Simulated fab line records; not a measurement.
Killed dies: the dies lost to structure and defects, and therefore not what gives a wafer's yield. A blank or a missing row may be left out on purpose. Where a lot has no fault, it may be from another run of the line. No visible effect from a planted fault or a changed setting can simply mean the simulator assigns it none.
A lot that was struck, set against a sound lot -- flow n5 finfet -- 14 out of 1938 route steps
Sound: these wafers, L976.2, L976.3, L976.5. Struck: wafer L992.3; the same lot's L992.5 was not struck, so it is left out; see the end for the cause.
Order at every step that has rows: each side's tool, ch and its chambers, its first start. Under that, the readings that differ: sound wafers -- struck wafers -- difference of the means -- sigmas: that difference in standard deviations of wafers without a fault.
alike: readings with means less than 2 such deviations apart, plus words and numbers identical on both sides. not compared: withheld readings, readings lacking a value on some wafer, bounds such as >300 that could conceal the same value, and numbers that have no deviation in the record and whose values overlap.
The two part at a step that has a row with sigmas, a row that says differs or no value, or rows on one side only. When numbers do not overlap yet have no deviation, they are printed without sigmas and do not part them. A reading missing from all wafers of one side parts the sides only when that side holds two or more wafers.

first, 5 steps without rows for these wafers: N5_PASSIVATION_SOFTBAKE_05 (time 90 s); N5_PASSIVATION_EXPOSE_07 (exposes mask TV, defocus 0 nm, target cd 3000 nm); N5_PASSIVATION_PEB_08; N5_PASSIVATION_DEVELOP_09 (develop time 60 s); N5_PASSIVATION_HARDBAKE_11 (time 120 s).
N5_PASSIVATION_CD_MEAS_10: target cd 3000 nm.
  sound on cd sem-01 ch 0, day 11 16:14; struck on cd sem-03 ch 0, day 17 02:07
reading,sound,struck,difference,sigmas
cd nm (nm),2993.6 2994.7 2995.5,3000.6,+6.0,+2
N5_PASSIVATION_OVL_MEAS_60:
  sound on overlay-02 ch 0, day 11 16:16; struck on overlay-02 ch 0, day 17 02:08
  alike: TV_OVL
N5_PASSIVATION_INSPECT_61: inspects for defects (macro).
  sound on defect inspect-01 at day 11 16:17; struck on defect inspect-01 at day 17 02:10
  alike: raw defect count
N5_PASSIVATION_DESCUM_12: chemistry O2, time 7.9 s.
  sound on rie diel-01 ch 2,3, day 11 16:19; struck on rie diel-01 ch 1, day 17 02:15
  alike: drypump motor current A, oes product au, rf vpp V, showerhead plenum p Torr, throttle valve pct
  not compared: rf hours counter h
N5_PASSIVATION_PASS_ETCH_74: etches SiNx in CF4/O2, target depth 220 nm, time 110 s.
  sound on rie diel-01 ch 2,3, day 11 16:23; struck on rie diel-01 ch 1, day 17 02:19
  alike: O2_flow_sccm, drypump motor current A, oes product au, rf vpp V, showerhead plenum p Torr, throttle valve pct
  not compared: rf hours counter h
N5_PASSIVATION_VIA_ETCH_13: etches SiO2 in CHF3/O2, target depth 660 nm, time 330 s.
  sound on rie diel-01 ch 2,3, day 11 16:29; struck on rie diel-01 ch 1, day 17 02:25
  alike: O2_flow_sccm, drypump motor current A, etch rf on time s, oes product au, rf vpp V, showerhead plenum p Torr, throttle valve pct
  not compared: rf hours counter h
N5_PASSIVATION_STRIP_14: strips in O2.
  sound on rie diel-01 ch 2,3, day 11 16:41; struck on rie diel-01 ch 1, day 17 02:36
  alike: drypump motor current A, oes product au, rf vpp V, showerhead plenum p Torr, throttle valve pct
  not compared: rf hours counter h
N5_PASSIVATION_ETCH_15: etches SiCN in CF4/N2, target depth 75 nm, time 81.2 s.
  sound on rie diel-01 ch 2,3, day 11 16:43; struck on rie diel-01 ch 1, day 17 02:38
reading,sound,struck,difference,sigmas
oes product au (a.u.),0.70 0.74 0.75,1.04,+0.31,+3
model.etch.depth nm (nm),62.57 64.94 64.64,89.87,+25.82,
  alike: drypump motor current A, n2 flow sccm, rf vpp V, showerhead plenum p Torr, throttle valve pct
  not compared: rf hours counter h
then, 1 step without rows for these wafers: N5_PASSIVATION_STRIP_73 (strips in post etch residue remover, time 60 s).

== WHERE THEY PART ==
Last at N5_PASSIVATION_ETCH_15 as far as this record goes, first at N5_PASSIVATION_CD_MEAS_10.

WHY: whatever the simulator had introduced
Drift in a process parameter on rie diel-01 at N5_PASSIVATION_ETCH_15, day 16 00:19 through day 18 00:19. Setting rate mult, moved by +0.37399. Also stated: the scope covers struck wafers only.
